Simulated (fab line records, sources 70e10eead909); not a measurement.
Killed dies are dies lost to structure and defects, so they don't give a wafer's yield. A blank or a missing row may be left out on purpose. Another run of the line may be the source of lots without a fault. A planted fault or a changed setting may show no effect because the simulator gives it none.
Matching of chambers / flow nandHarc / NHARC_A_STAIRCASE_ETCH_313 on rieDiel-04 has 4 sister chambers
The step etches the open film in CF4/CHF3. 16 wafers are shown with their chamber, then 8 later ones without.

== WAFERS PAIRED WITH THEIR CHAMBERS ==
wafer=L075.2; chamber=1; drypumpMotorCurrentA (A)=5.8; showerheadPlenumPTorr (Torr)=1.63; oesProductAu (a.u.)=0.926
wafer=L075.4; chamber=0; drypumpMotorCurrentA (A)=5.9; showerheadPlenumPTorr (Torr)=1.62; oesProductAu (a.u.)=0.932
wafer=L075.6; chamber=1; drypumpMotorCurrentA (A)=5.9; showerheadPlenumPTorr (Torr)=1.63; oesProductAu (a.u.)=0.931
wafer=L079.1; chamber=0; drypumpMotorCurrentA (A)=5.9; showerheadPlenumPTorr (Torr)=1.61; oesProductAu (a.u.)=0.944
wafer=L079.3; chamber=1; drypumpMotorCurrentA (A)=5.8; showerheadPlenumPTorr (Torr)=1.62; oesProductAu (a.u.)=0.920
wafer=L079.5; chamber=1; drypumpMotorCurrentA (A)=5.9; showerheadPlenumPTorr (Torr)=1.62; oesProductAu (a.u.)=0.923
wafer=L083.2; chamber=0; drypumpMotorCurrentA (A)=5.9; showerheadPlenumPTorr (Torr)=1.61; oesProductAu (a.u.)=0.940
wafer=L083.3; chamber=2; drypumpMotorCurrentA (A)=5.0; showerheadPlenumPTorr (Torr)=1.58; oesProductAu (a.u.)=0.957
wafer=L083.6; chamber=2; drypumpMotorCurrentA (A)=5.0; showerheadPlenumPTorr (Torr)=1.58; oesProductAu (a.u.)=0.954
wafer=L085.2; chamber=1; drypumpMotorCurrentA (A)=5.8; showerheadPlenumPTorr (Torr)=1.62; oesProductAu (a.u.)=0.933
wafer=L085.3; chamber=0; drypumpMotorCurrentA (A)=5.9; showerheadPlenumPTorr (Torr)=1.60; oesProductAu (a.u.)=0.941
wafer=L085.6; chamber=0; drypumpMotorCurrentA (A)=5.9; showerheadPlenumPTorr (Torr)=1.60; oesProductAu (a.u.)=0.946
wafer=L089.2; chamber=2; drypumpMotorCurrentA (A)=5.0; showerheadPlenumPTorr (Torr)=1.58; oesProductAu (a.u.)=0.986
wafer=L089.4; chamber=3; drypumpMotorCurrentA (A)=5.6; showerheadPlenumPTorr (Torr)=1.62; oesProductAu (a.u.)=0.993
wafer=L089.5; chamber=3; drypumpMotorCurrentA (A)=5.6; showerheadPlenumPTorr (Torr)=1.62; oesProductAu (a.u.)=0.998
wafer=L090.2; chamber=0; drypumpMotorCurrentA (A)=5.9; showerheadPlenumPTorr (Torr)=1.60; oesProductAu (a.u.)=0.959

SIGNATURES, as means of the wafers listed above
reading=drypumpMotorCurrentA; chamber 0=5.900; chamber 1=5.840; chamber 2=5.000; chamber 3=5.600; scatter within a chamber=0.0316
reading=showerheadPlenumPTorr; chamber 0=1.6067; chamber 1=1.6240; chamber 2=1.5800; chamber 3=1.6200; scatter within a chamber=0.00615
reading=oesProductAu; chamber 0=0.94367; chamber 1=0.92660; chamber 2=0.96567; chamber 3=0.99550; scatter within a chamber=0.0098
Rule: a wafer's distance from a chamber is the root of the sum, over the readings, of the square of ((its reading less the chamber's mean) divided by the reading's scatter). If the next closest chamber is less than 2 further off than the closest, the wafer can't be placed; otherwise it belongs to the closest. The scatter: the root of (the sum of the squares of (reading less its chamber's mean) over the shown wafers, divided by (wafers less chambers)).

== WAFERS MISSING THEIR CHAMBER ==
wafer=L090.3; drypumpMotorCurrentA (A)=5.6; showerheadPlenumPTorr (Torr)=1.62; oesProductAu (a.u.)=0.932
wafer=L090.6; drypumpMotorCurrentA (A)=5.6; showerheadPlenumPTorr (Torr)=1.62; oesProductAu (a.u.)=0.934
wafer=L093.2; drypumpMotorCurrentA (A)=5.9; showerheadPlenumPTorr (Torr)=1.60; oesProductAu (a.u.)=0.954
wafer=L093.4; drypumpMotorCurrentA (A)=5.6; showerheadPlenumPTorr (Torr)=1.62; oesProductAu (a.u.)=0.933
wafer=L093.6; drypumpMotorCurrentA (A)=5.9; showerheadPlenumPTorr (Torr)=1.60; oesProductAu (a.u.)=0.960
wafer=L097.2; drypumpMotorCurrentA (A)=5.9; showerheadPlenumPTorr (Torr)=1.59; oesProductAu (a.u.)=0.942
wafer=L097.3; drypumpMotorCurrentA (A)=5.0; showerheadPlenumPTorr (Torr)=1.57; oesProductAu (a.u.)=0.931
wafer=L097.5; drypumpMotorCurrentA (A)=5.6; showerheadPlenumPTorr (Torr)=1.62; oesProductAu (a.u.)=0.927

== WHICH CHAMBER EACH WENT THROUGH ==
wafer=L090.3; from the rows above=can't be placed: 3 or 1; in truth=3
wafer=L090.6; from the rows above=can't be placed: 3 or 1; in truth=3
wafer=L093.2; from the rows above=0; in truth=0
wafer=L093.4; from the rows above=can't be placed: 3 or 1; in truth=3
wafer=L093.6; from the rows above=0; in truth=0
wafer=L097.2; from the rows above=0; in truth=0
wafer=L097.3; from the rows above=2; in truth=2
wafer=L097.5; from the rows above=can't be placed: 3 or 1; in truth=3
4 of 8 placed correctly. From these rows, 4 cannot be placed; in 4 the true chamber is one of the candidates. 0 placed wrongly.
